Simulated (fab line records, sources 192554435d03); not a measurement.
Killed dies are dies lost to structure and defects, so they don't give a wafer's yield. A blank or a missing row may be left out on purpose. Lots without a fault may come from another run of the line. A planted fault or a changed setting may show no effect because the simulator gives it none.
Split-lot experiment | flow n5_finfet | 7 lots, 21 wafers read, on a route of 1938 steps

THE SPLIT
At N5_FIN_SAQP_PECVD_06 (deposits a-Si from SiH4/He, target thk 60 nm, time 48.1 s), the setting time_s was moved away from the recipe's 48.1 s on 8 of the 21 wafers read, by -5.9% to +12.9%. The other wafers ran this setting at the recipe's value.

FROM THE SPLIT TO THE READING: what the file shows between them, 5 steps
- N5_FIN_SAQP_THK_MEAS_07
- N5_FIN_SAQP_HM_DEP_72: deposits SiO2 from SiH4/N2O, target thk 12 nm, time 7.2 s
- N5_FIN_SAQP_COAT_49: time 60 s, resist thk 100 nm
- N5_FIN_SAQP_HM_OPEN_73: chemistry CHF3/O2, target SiO2, stops on a-Si, target depth 12 nm, time 16.8 s
- N5_FIN_SAQP_STRIP_74: strips in CHF3/O2

THE READING
etch.depth_nm (the simulator's own value, which no gauge read), in nm, at N5_FIN_SAQP_MANDREL_ETCH_22 (etches a-Si in HBr/Cl2, stops on SiNx, target depth 60 nm, bt time 10 s, time 30 s). The file gives no usual value for it. The 13 wafers here that ran the recipe average 60.26 nm, standard deviation 1.1 nm.

wafer  | tool, chamber at the split | time_s as run, s | against the recipe | etch.depth_nm, nm | against lot-mates on the recipe
L075.2 | pecvd-02, 1                | 45.82            | -4.7%              | 56.37             | -3.64
L075.3 | pecvd-02, 2                | 45.82            | -4.7%              | 56.03             | -3.98
L075.5 | pecvd-02, 2                | 48.1             | recipe             | 60.01             | -
L080.1 | pecvd-04, 1                | 48.1             | recipe             | 60.28             | -
L080.3 | pecvd-04, 2                | 48.1             | recipe             | 59.88             | -
L080.5 | pecvd-04, 1                | 48.1             | recipe             | 61.19             | -
L084.1 | pecvd-02, 1                | 48.1             | recipe             | 58.88             | -
L084.4 | pecvd-02, 1                | 48.1             | recipe             | 59                | -
L084.5 | pecvd-02, 1                | 51.38            | +6.8%              | 64.04             | +5.10
L091.1 | pecvd-02, 0                | 48.1             | recipe             | 59.07             | -
L091.3 | pecvd-02, 1                | 48.1             | recipe             | 59.98             | -
L091.5 | pecvd-02, 0                | 45.25            | -5.9%              | 55.67             | -3.85
L095.2 | pecvd-01, 2                | 48.1             | recipe             | 60.61             | -
L095.3 | pecvd-01, 0                | 48.1             | recipe             | 59.36             | -
L095.4 | pecvd-01, 2                | 51.96            | +8.0%              | 65.73             | +5.75
L096.1 | pecvd-01, 2                | 54.3             | +12.9%             | 68.79             | +6.89
L096.4 | pecvd-01, 0                | 48.1             | recipe             | 61.11             | -
L096.5 | pecvd-01, 2                | 48.1             | recipe             | 62.7              | -
L097.1 | pecvd-02, 0                | 53.08            | +10.4%             | 65.25             | +3.91
L097.2 | pecvd-02, 1                | 53.08            | +10.4%             | 65.61             | +4.27
L097.6 | pecvd-02, 1                | 48.1             | recipe             | 61.34             | -

THE FIT
A straight line over all 21 wafers: etch.depth_nm changes by +0.632 nm for each +1% of time_s; r = +0.95; the points scatter about the line by 1 nm.
The same after taking each lot's own level away (the mean of its wafers on the recipe; 21 wafers): +0.559 nm for each +1%; r = +0.96; scatter 0.88 nm.
On that fit, the largest move of time_s shifts the reading by 7.2 nm.
The lots' own levels span 58.940 to 61.905 nm, that is 2.8 times the standard deviation above.
So the lot-to-lot level changes the slope: the two fits differ.
Check: with one of the wafers moved furthest among these (+12.9%) left out of the fit, the line predicts +7.07 nm for it against its lot-mates. It came out at +6.89 nm against them.

OTHER SPLITS ON THESE WAFERS
These wafers also went through other splits before the reading. Each is held against what the fit with the lots' levels taken away leaves over:
other split on the same wafers | wafers away from the commonest value | r with etch.depth_nm (lot level and that fit taken away)
N5_FIN_SAQP_ALD_61 ald_cycles  | 7                                    | +0.19

THE WHOLE CHAIN: every reading that the file lists as answering this split, in the file's order
step                        | what it does                                                                       | reading                                                                           | change (the file's fit)               | r (the file's)
N5_FIN_SAQP_PECVD_06        | deposits a-Si from SiH4/He, target thk 60 nm, time 48.1 s                          | a-Si_of_FIN_SAQP_PECVD_06.thk_nm (the simulator's own value, which no gauge read) | +0.572 nm for each +1% of the setting | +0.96
N5_FIN_SAQP_THK_MEAS_07     |                                                                                    | thk_nm                                                                            | withheld for each +1% of the setting  | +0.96
N5_FIN_SAQP_MANDREL_ETCH_22 | etches a-Si in HBr/Cl2, stops on SiNx, target depth 60 nm, bt time 10 s, time 30 s | etch.depth_nm (the simulator's own value, which no gauge read)                    | +0.572 nm for each +1% of the setting | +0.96

THE FILE'S OWN FIT
etch.depth_nm changes by +0.572 nm for each +1% of time_s, r = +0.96.
